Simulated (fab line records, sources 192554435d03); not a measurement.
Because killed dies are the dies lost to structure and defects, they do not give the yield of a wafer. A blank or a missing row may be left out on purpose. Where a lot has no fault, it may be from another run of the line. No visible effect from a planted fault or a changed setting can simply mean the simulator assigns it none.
Split-lot experiment :: flow n5_finfet :: 39 wafers read across 7 lots, on a route 1938 steps long

## SPLIT DETAILS
At N5_BEOL_M12_SPUTTER_44 (material Ta, target thk 10 nm, time 16.13 s), the setting time_s was moved away from the recipe's 16.13 s on 18 of the 39 wafers read, by -56.7% to +49.9%. This setting was run at the recipe's value on the other wafers.

## FROM THE SPLIT TO THE READING: what the file shows between them, 3 steps
- N5_BEOL_M12_SPUTTER_45: material Cu, target thk 80 nm, time 13.33 s
- N5_BEOL_M12_ECD_47: material Cu, target thk 720 nm
- N5_BEOL_M12_ANNEAL_48: time 90 s

## THE READING
barrier_field_endpoint_s, in s, at N5_BEOL_M12_CMP_49 (polishes, stops on SiOC, t overpolish 20.6 s, target thk 320 nm). Typical for fault-free wafers on this fab line: 30.6 s, with standard deviation 0.72 s.

wafer: L080.4
tool, chamber at the split: pvd_sputter-01, -
time_s as run, s: 16.13
against the recipe: recipe
barrier_field_endpoint_s, s: 30.6
against lot-mates on the recipe: -

wafer: L080.2
tool, chamber at the split: pvd_sputter-01, -
time_s as run, s: 16.13
against the recipe: recipe
barrier_field_endpoint_s, s: 30.9
against lot-mates on the recipe: -

wafer: L080.3
tool, chamber at the split: pvd_sputter-01, -
time_s as run, s: 16.13
against the recipe: recipe
barrier_field_endpoint_s, s: 30.5
against lot-mates on the recipe: -

wafer: L088.3
tool, chamber at the split: pvd_sputter-01, -
time_s as run, s: 16.13
against the recipe: recipe
barrier_field_endpoint_s, s: 29.6
against lot-mates on the recipe: -

wafer: L088.4
tool, chamber at the split: pvd_sputter-01, -
time_s as run, s: 13.28
against the recipe: -17.7%
barrier_field_endpoint_s, s: 28.0
against lot-mates on the recipe: -2.4

wafer: L088.1
tool, chamber at the split: pvd_sputter-01, -
time_s as run, s: 13.28
against the recipe: -17.7%
barrier_field_endpoint_s, s: 28.0
against lot-mates on the recipe: -2.4

wafer: L088.2
tool, chamber at the split: pvd_sputter-01, -
time_s as run, s: 16.13
against the recipe: recipe
barrier_field_endpoint_s, s: 31.3
against lot-mates on the recipe: -

wafer: L088.5
tool, chamber at the split: pvd_sputter-01, -
time_s as run, s: 16.13
against the recipe: recipe
barrier_field_endpoint_s, s: 30.2
against lot-mates on the recipe: -

wafer: L088.6
tool, chamber at the split: pvd_sputter-01, -
time_s as run, s: 13.28
against the recipe: -17.7%
barrier_field_endpoint_s, s: 27.8
against lot-mates on the recipe: -2.6

wafer: L086.1
tool, chamber at the split: pvd_sputter-01, -
time_s as run, s: 16.13
against the recipe: recipe
barrier_field_endpoint_s, s: 31.3
against lot-mates on the recipe: -

wafer: L086.3
tool, chamber at the split: pvd_sputter-01, -
time_s as run, s: 12.75
against the recipe: -21.0%
barrier_field_endpoint_s, s: 28.9
against lot-mates on the recipe: -2.9

wafer: L086.2
tool, chamber at the split: pvd_sputter-01, -
time_s as run, s: 16.13
against the recipe: recipe
barrier_field_endpoint_s, s: 32.3
against lot-mates on the recipe: -

wafer: L086.4
tool, chamber at the split: pvd_sputter-01, -
time_s as run, s: 12.75
against the recipe: -21.0%
barrier_field_endpoint_s, s: 28.4
against lot-mates on the recipe: -3.4

wafer: L086.6
tool, chamber at the split: pvd_sputter-01, -
time_s as run, s: 16.13
against the recipe: recipe
barrier_field_endpoint_s, s: 31.7
against lot-mates on the recipe: -

wafer: L086.5
tool, chamber at the split: pvd_sputter-01, -
time_s as run, s: 12.75
against the recipe: -21.0%
barrier_field_endpoint_s, s: 28.4
against lot-mates on the recipe: -3.4

wafer: L090.2
tool, chamber at the split: pvd_sputter-01, -
time_s as run, s: 16.13
against the recipe: recipe
barrier_field_endpoint_s, s: 31.1
against lot-mates on the recipe: -

wafer: L090.4
tool, chamber at the split: pvd_sputter-01, -
time_s as run, s: 6.989
against the recipe: -56.7%
barrier_field_endpoint_s, s: 24.0
against lot-mates on the recipe: -7.0

wafer: L090.1
tool, chamber at the split: pvd_sputter-01, -
time_s as run, s: 6.989
against the recipe: -56.7%
barrier_field_endpoint_s, s: 24.9
against lot-mates on the recipe: -6.1

wafer: L090.3
tool, chamber at the split: pvd_sputter-01, -
time_s as run, s: 16.13
against the recipe: recipe
barrier_field_endpoint_s, s: 30.8
against lot-mates on the recipe: -

wafer: L090.5
tool, chamber at the split: pvd_sputter-01, -
time_s as run, s: 16.13
against the recipe: recipe
barrier_field_endpoint_s, s: 31.1
against lot-mates on the recipe: -

wafer: L090.6
tool, chamber at the split: pvd_sputter-01, -
time_s as run, s: 6.989
against the recipe: -56.7%
barrier_field_endpoint_s, s: 24.6
against lot-mates on the recipe: -6.4

wafer: L091.2
tool, chamber at the split: pvd_sputter-03, -
time_s as run, s: 22.24
against the recipe: +37.9%
barrier_field_endpoint_s, s: 35.2
against lot-mates on the recipe: +5.0

wafer: L091.4
tool, chamber at the split: pvd_sputter-03, -
time_s as run, s: 16.13
against the recipe: recipe
barrier_field_endpoint_s, s: 30.1
against lot-mates on the recipe: -

wafer: L091.1
tool, chamber at the split: pvd_sputter-03, -
time_s as run, s: 16.13
against the recipe: recipe
barrier_field_endpoint_s, s: 30.3
against lot-mates on the recipe: -

wafer: L091.3
tool, chamber at the split: pvd_sputter-03, -
time_s as run, s: 16.13
against the recipe: recipe
barrier_field_endpoint_s, s: 30.2
against lot-mates on the recipe: -

wafer: L091.6
tool, chamber at the split: pvd_sputter-03, -
time_s as run, s: 22.24
against the recipe: +37.9%
barrier_field_endpoint_s, s: 35.5
against lot-mates on the recipe: +5.3

wafer: L091.5
tool, chamber at the split: pvd_sputter-03, -
time_s as run, s: 22.24
against the recipe: +37.9%
barrier_field_endpoint_s, s: 34.7
against lot-mates on the recipe: +4.5

wafer: L094.4
tool, chamber at the split: pvd_sputter-02, -
time_s as run, s: 23.74
against the recipe: +47.2%
barrier_field_endpoint_s, s: 34.7
against lot-mates on the recipe: +5.0

wafer: L094.2
tool, chamber at the split: pvd_sputter-02, -
time_s as run, s: 23.74
against the recipe: +47.2%
barrier_field_endpoint_s, s: 35.5
against lot-mates on the recipe: +5.8

wafer: L094.3
tool, chamber at the split: pvd_sputter-02, -
time_s as run, s: 16.13
against the recipe: recipe
barrier_field_endpoint_s, s: 29.4
against lot-mates on the recipe: -

wafer: L094.1
tool, chamber at the split: pvd_sputter-02, -
time_s as run, s: 16.13
against the recipe: recipe
barrier_field_endpoint_s, s: 29.4
against lot-mates on the recipe: -

wafer: L094.5
tool, chamber at the split: pvd_sputter-02, -
time_s as run, s: 23.74
against the recipe: +47.2%
barrier_field_endpoint_s, s: 35.2
against lot-mates on the recipe: +5.5

wafer: L094.6
tool, chamber at the split: pvd_sputter-02, -
time_s as run, s: 16.13
against the recipe: recipe
barrier_field_endpoint_s, s: 30.3
against lot-mates on the recipe: -

wafer: L097.2
tool, chamber at the split: pvd_sputter-01, -
time_s as run, s: 24.18
against the recipe: +49.9%
barrier_field_endpoint_s, s: 35.9
against lot-mates on the recipe: +5.3

wafer: L097.3
tool, chamber at the split: pvd_sputter-01, -
time_s as run, s: 24.18
against the recipe: +49.9%
barrier_field_endpoint_s, s: 37.2
against lot-mates on the recipe: +6.6

wafer: L097.1
tool, chamber at the split: pvd_sputter-01, -
time_s as run, s: 16.13
against the recipe: recipe
barrier_field_endpoint_s, s: 30.6
against lot-mates on the recipe: -

wafer: L097.4
tool, chamber at the split: pvd_sputter-01, -
time_s as run, s: 16.13
against the recipe: recipe
barrier_field_endpoint_s, s: 30.5
against lot-mates on the recipe: -

wafer: L097.5
tool, chamber at the split: pvd_sputter-01, -
time_s as run, s: 16.13
against the recipe: recipe
barrier_field_endpoint_s, s: 30.7
against lot-mates on the recipe: -

wafer: L097.6
tool, chamber at the split: pvd_sputter-01, -
time_s as run, s: 24.18
against the recipe: +49.9%
barrier_field_endpoint_s, s: 36.3
against lot-mates on the recipe: +5.7

THE FIT
A straight line over all 39 wafers: barrier_field_endpoint_s changes by +0.11 s for each +1% of time_s; r = +0.98; the points scatter about the line by 0.67 s.
The same after taking each lot's own level away (the mean of its wafers on the recipe; 39 wafers): +0.12 s for each +1%; r = +0.99; scatter 0.45 s.
On that fit, the largest move of time_s shifts the reading by 6.8 s.
Measured against the standard deviation above, the lots' own levels, which go from 29.70 to 31.77 s, span 2.9 times it.
Hence the lot-to-lot level has little effect on the slope; both slopes agree.
Check: for one of the wafers moved furthest among these (-56.7%), held out of the fit, the line's prediction against its lot-mates is -6.85 s. It came out at -7 s against them.

## OTHER SPLITS ON THESE WAFERS
These wafers also went through other splits before the reading. Each is held against what the fit with the lots' levels taken away leaves over:
other split on the same wafers: N5_BEOL_M5_HM_DEP_02 target_thk_a
wafers away from the commonest value: 18
r with barrier_field_endpoint_s (lot level and that fit taken away): +0.16

other split on the same wafers: N5_BEOL_M7_DEP_56 target_thk_a
wafers away from the commonest value: 12
r with barrier_field_endpoint_s (lot level and that fit taken away): -0.21

other split on the same wafers: N5_BEOL_M9_TRENCH_ETCH_37 time_s
wafers away from the commonest value: 18
r with barrier_field_endpoint_s (lot level and that fit taken away): +0.09

## THE WHOLE CHAIN: every reading that the file lists as answering this split, in the file's order
step: N5_BEOL_M12_SPUTTER_44
what it does: material Ta, target thk 10 nm, time 16.13 s
reading: Ta_of_BEOL_M12_SPUTTER_44.thk_nm (the simulator's own value, which no gauge read)
change (the file's fit): +0.0989 nm for each +1% of the setting
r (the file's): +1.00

step: N5_BEOL_M12_CMP_49
what it does: polishes, stops on SiOC, t overpolish 20.6 s, target thk 320 nm
reading: barrier_field_endpoint_s
change (the file's fit): +0.12 s for each +1% of the setting
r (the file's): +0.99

## FILE'S OWN FIT
barrier_field_endpoint_s changes by +0.12 s for each +1% of time_s, r = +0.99.
